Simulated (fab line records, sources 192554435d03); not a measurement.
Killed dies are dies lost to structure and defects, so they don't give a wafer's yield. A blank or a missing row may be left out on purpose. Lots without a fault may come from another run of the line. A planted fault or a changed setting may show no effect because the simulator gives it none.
Which tool did it? | flow n5_finfet | 9 lots, 26 wafers sampled, at 7 steps of a route of 1938

WHAT THE GAUGES READ, wafer by wafer
N5_BEOL_M8_OCD_MEAS_38.
lot  | measured     | on     | trench_depth_nm (nm)
L717 | day 10 07:36 | ocd-01 | 93.5 91.4 89.8
L718 | day 10 21:49 | ocd-01 | 89.9 92.2 92.4
L720 | day 11 04:58 | ocd-02 | 93.6 91.2 133.7
L725 | day 12 11:27 | ocd-02 | 93.5 135.9
L728 | day 13 14:32 | ocd-01 | 93.5 91.5 91.6
L730 | day 13 15:08 | ocd-01 | 92.8 95.2 94.4
L729 | day 13 14:55 | ocd-01 | 94.4 92.9 92.4
L733 | day 14 23:25 | ocd-02 | 94.2 91.2 94.0
L736 | day 15 01:28 | ocd-02 | 91.5 95.8 94.3

N5_BEOL_M8_THK_MEAS_53: measures by xrf.
lot  | measured     | on            | M8_THK (nm)
L717 | day 10 10:18 | film_metro-01 | 79.1 77.0 75.2
L718 | day 11 00:12 | film_metro-01 | 76.7 77.4 77.8
L720 | day 11 07:28 | film_metro-02 | 80.4 81.5 121.8
L725 | day 12 14:02 | film_metro-01 | 77.1 121.4
L728 | day 13 16:45 | film_metro-01 | 79.5 78.0 77.9
L730 | day 13 19:15 | film_metro-01 | 78.2 80.6 80.2
L729 | day 13 17:16 | film_metro-02 | 81.3 80.4 80.5
L733 | day 15 01:41 | film_metro-02 | 80.9 78.4 81.2
L736 | day 15 04:17 | film_metro-01 | 76.6 82.5 80.5

N5_BEOL_M8_RS_MEAS_57: measures by four-point-probe.
lot  | measured     | on            | M8_RS (ohm/sq)
L717 | day 10 10:26 | film_metro-01 | 0.283 0.292 0.302
L718 | day 11 00:20 | film_metro-01 | 0.298 0.296 0.293
L720 | day 11 07:36 | film_metro-02 | 0.287 0.282 0.179
L725 | day 12 14:10 | film_metro-02 | 0.295 0.175
L728 | day 13 16:55 | film_metro-02 | 0.288 0.295 0.298
L730 | day 13 19:23 | film_metro-02 | 0.294 0.285 0.286
L729 | day 13 17:25 | film_metro-02 | 0.283 0.288 0.287
L733 | day 15 01:50 | film_metro-02 | 0.284 0.295 0.282
L736 | day 15 04:26 | film_metro-01 | 0.300 0.277 0.283

WHICH TOOL RAN EACH LOT (tool, then ch and the chambers of the sampled wafers, then the start)
lot  | N5_BEOL_M8_ETCH_62                 | N5_BEOL_M8_DESCUM_33               | N5_BEOL_M8_TRENCH_ETCH_37          | N5_BEOL_M8_STRIP_80
L717 | rie_diel-04 ch 2,3, day 10 06:22   | rie_diel-06 ch 1,2,3, day 10 07:10 | rie_diel-06 ch 1,2,3, day 10 07:26 | rie_diel-06 ch 1,2,3, day 10 07:36 or earlier
L718 | rie_diel-04 ch 1,2, day 10 20:35   | rie_diel-06 ch 0,2, day 10 21:23   | rie_diel-06 ch 0,2, day 10 21:40   | rie_diel-06 ch 0,2, day 10 21:49 or earlier
L720 | rie_diel-04 ch 0,1,3, day 11 00:25 | rie_diel-06 ch 0,1,3, day 11 04:32 | rie_diel-06 ch 0,1,3, day 11 04:48 | rie_diel-06 ch 0,1,3, day 11 04:58 or earlier
L725 | rie_diel-04 ch 0,1, day 12 09:23   | rie_diel-06 ch 0,3, day 12 11:01   | rie_diel-06 ch 0,3, day 12 11:17   | rie_diel-06 ch 0,3, day 12 11:27 or earlier
L728 | rie_diel-03 ch 0,1, day 13 12:47   | rie_diel-04 ch 0,3, day 13 14:07   | rie_diel-04 ch 0,3, day 13 14:23   | rie_diel-04 ch 0,3, day 13 14:32 or earlier
L730 | rie_diel-06 ch 0,1,2, day 13 13:14 | rie_diel-04 ch 1,2,3, day 13 14:42 | rie_diel-04 ch 1,2,3, day 13 14:58 | rie_diel-04 ch 1,2,3, day 13 15:08 or earlier
L729 | rie_diel-04 ch 0,2,3, day 13 13:28 | rie_diel-03 ch 0,1,2, day 13 14:29 | rie_diel-03 ch 0,1,2, day 13 14:46 | rie_diel-03 ch 0,1,2, day 13 14:55 or earlier
L733 | rie_diel-04 ch 0,2, day 14 21:50   | rie_diel-03 ch 1,2, day 14 22:59   | rie_diel-03 ch 1,2, day 14 23:15   | rie_diel-03 ch 1,2, day 14 23:25 or earlier
L736 | rie_diel-03 ch 0,2, day 15 00:05   | rie_diel-03 ch 1,2,3, day 15 01:02 | rie_diel-03 ch 1,2,3, day 15 01:19 | rie_diel-03 ch 1,2,3, day 15 01:28 or earlier
- N5_BEOL_M8_ETCH_62: etches SOC in N2/H2, target depth 110 nm, overetch 22 nm, time 165 s.
- N5_BEOL_M8_DESCUM_33: chemistry O2, time 7 s.
- N5_BEOL_M8_TRENCH_ETCH_37: etches SiCOH lowk in C4F6/O2, target depth 93.478 nm, time 31.2 s.
- N5_BEOL_M8_STRIP_80: strips in N2/H2, time 10 s.

WHAT THE TOOLS THEMSELVES READ (means of the sampled wafers that have a number; where no wafer has one, the mark that the record gives instead)
N5_BEOL_M8_ETCH_62.
lot  | tool        | drypump_motor_current_A (A) | oes_product_au (a.u.) | rf_vpp_V (V) | showerhead_plenum_p_Torr (Torr) | temp_c (C) | throttle_valve_pct (%)
L717 | rie_diel-04 | 5.8                         | 0.62                  | 522.3        | 2.49                            | 40.01      | 18.07
L718 | rie_diel-04 | 6.0                         | 0.62                  | 523.3        | 2.49                            | 40.02      | 17.95
L720 | rie_diel-04 | 5.8                         | 0.67                  | 521.7        | 2.45                            | 39.96      | 17.82
L725 | rie_diel-04 | 5.8                         | 0.66                  | 522.6        | 2.45                            | 40.05      | 17.77
L728 | rie_diel-03 | 5.5                         | 0.73                  | 526.0        | 2.62                            | 39.93      | 17.94
L730 | rie_diel-06 | 5.1                         | 0.72                  | 524.0        | 2.55                            | 40.04      | 17.90
L729 | rie_diel-04 | 5.6                         | 0.68                  | 521.7        | 2.46                            | 39.93      | 17.87
L733 | rie_diel-04 | 5.7                         | 0.70                  | 521.7        | 2.47                            | 39.92      | 17.79
L736 | rie_diel-03 | 4.9                         | 0.69                  | 523.6        | 2.53                            | 40.04      | 17.87

N5_BEOL_M8_DESCUM_33.
lot  | tool        | bias_power_w (W) | drypump_motor_current_A (A) | oes_product_au (a.u.) | rf_vpp_V (V) | showerhead_plenum_p_Torr (Torr) | temp_c (C) | throttle_valve_pct (%)
L717 | rie_diel-06 | 20.00            | 5.6                         | 0.81                  | 242.0        | 2.01                            | 40.02      | 20.50
L718 | rie_diel-06 | 20.00            | 5.3                         | 0.78                  | 241.6        | 2.00                            | 40.05      | 20.46
L720 | rie_diel-06 | 20.03            | 5.6                         | 0.84                  | 241.2        | 2.03                            | 40.02      | 20.44
L725 | rie_diel-06 | 19.99            | 6.0                         | 0.85                  | 242.1        | 2.04                            | 39.81      | 20.48
L728 | rie_diel-04 | 20.01            | 5.6                         | 0.74                  | 241.8        | 2.00                            | 40.07      | 20.57
L730 | rie_diel-04 | 19.97            | 5.8                         | 0.85                  | 242.2        | 2.04                            | 39.97      | 20.45
L729 | rie_diel-03 | 20.06            | 5.5                         | 0.86                  | 242.6        | 2.13                            | 39.91      | 20.40
L733 | rie_diel-03 | 19.99            | 5.4                         | 0.85                  | 243.2        | 2.10                            | 39.98      | 20.24
L736 | rie_diel-03 | 19.92            | 6.0                         | 0.85                  | 244.3        | 2.15                            | 40.00      | 20.22

N5_BEOL_M8_TRENCH_ETCH_37.
lot  | tool        | drypump_motor_current_A (A) | oes_o_777_au (a.u.) | oes_product_au (a.u.) | rf_vpp_V (V) | showerhead_plenum_p_Torr (Torr) | throttle_valve_pct (%)
L717 | rie_diel-06 | 5.6                         | 0.80                | 0.80                  | 661          | 2.74                            | 21.01
L718 | rie_diel-06 | 5.3                         | 0.75                | 0.77                  | 665          | 2.76                            | 21.11
L720 | rie_diel-06 | 5.6                         | 0.81                | 0.91                  | 666          | 2.77                            | 20.99
L725 | rie_diel-06 | 6.0                         | 0.82                | 0.97                  | 664          | 2.77                            | 21.02
L728 | rie_diel-04 | 5.6                         | 0.73                | 0.74                  | 659          | 2.73                            | 21.04
L730 | rie_diel-04 | 5.8                         | 0.87                | 0.84                  | 651          | 2.78                            | 20.93
L729 | rie_diel-03 | 5.5                         | 0.86                | 0.86                  | 663          | 2.89                            | 20.87
L733 | rie_diel-03 | 5.4                         | 0.86                | 0.84                  | 671          | 2.84                            | 20.63
L736 | rie_diel-03 | 6.0                         | 0.84                | 0.85                  | 672          | 2.93                            | 20.75

N5_BEOL_M8_STRIP_80.
lot  | tool        | bias_power_w (W) | drypump_motor_current_A (A) | oes_product_au (a.u.) | rf_vpp_V (V) | showerhead_plenum_p_Torr (Torr) | temp_c (C) | throttle_valve_pct (%)
L717 | rie_diel-06 | 6.988            | 5.7                         | 0.81                  | 58.2         | 2.45                            | 40.09      | 23.81
L718 | rie_diel-06 | 7.015            | 5.3                         | 0.78                  | 59.4         | 2.45                            | 40.08      | 24.02
L720 | rie_diel-06 | 7.000            | 5.6                         | 0.84                  | 58.2         | 2.47                            | 40.05      | 23.75
L725 | rie_diel-06 | 6.981            | 6.0                         | 0.84                  | 58.5         | 2.46                            | 39.91      | 23.77
L728 | rie_diel-04 | 6.994            | 5.5                         | 0.75                  | 58.6         | 2.42                            | 39.98      | 23.78
L730 | rie_diel-04 | 6.991            | 5.9                         | 0.84                  | 59.0         | 2.46                            | 39.93      | 23.60
L729 | rie_diel-03 | 6.991            | 5.5                         | 0.87                  | 58.8         | 2.59                            | 39.96      | 23.75
L733 | rie_diel-03 | 6.998            | 5.4                         | 0.85                  | 60.3         | 2.56                            | 40.00      | 23.69
L736 | rie_diel-03 | 7.003            | 6.0                         | 0.85                  | 58.9         | 2.62                            | 40.03      | 23.59

THE ANSWER, worked out from the rows above alone
Rule: what is usual is taken from the lots themselves. Put in order of their means at a reading, lots are off if they are a third of the lots or fewer, leave a main group of 4 or more, and stand apart from it by a gap of 3 or more times the standard deviation of the main group's means; of several such gaps the widest counts. A main group whose means are all the same, to the digits that the tables above print for the reading, isn't used. A lot without any number at a reading at which 4 lots or more have one is off too. The other lots that the step has rows for count as sound. The gauges are gone through in route order, then the tools' own readings, and for those a lot's mean is taken as printed above. The first step at which some lot is off is used, and at that step the reading that is off furthest; a lot without a number counts as furthest.
Off: L720, L725, at N5_BEOL_M8_OCD_MEAS_38 (trench_depth_nm). The main group: mean 92.8 nm, standard deviation 0.98.
A tool fits if, at a process step before that reading, it ran every lot that is off, and no sound lot after the first of them. The gauges at N5_BEOL_M8_OCD_MEAS_38 aren't tried: what is off there is off at N5_BEOL_M8_THK_MEAS_53 too, on other tools, and a gauge's error can't cause that. N5_BEOL_M8_STRIP_80 gives no start for some lots, so the hours and the order of its lots are those of N5_BEOL_M8_OCD_MEAS_38. One fits: rie_diel-06 at N5_BEOL_M8_DESCUM_33 and N5_BEOL_M8_TRENCH_ETCH_37 and N5_BEOL_M8_STRIP_80. At N5_BEOL_M8_DESCUM_33 its last sound lot is L718 (day 10 21:23), its first lot that is off L720 (day 11 04:32): a fault that began between those two fits.

WHAT THE SIMULATOR HAD PUT IN
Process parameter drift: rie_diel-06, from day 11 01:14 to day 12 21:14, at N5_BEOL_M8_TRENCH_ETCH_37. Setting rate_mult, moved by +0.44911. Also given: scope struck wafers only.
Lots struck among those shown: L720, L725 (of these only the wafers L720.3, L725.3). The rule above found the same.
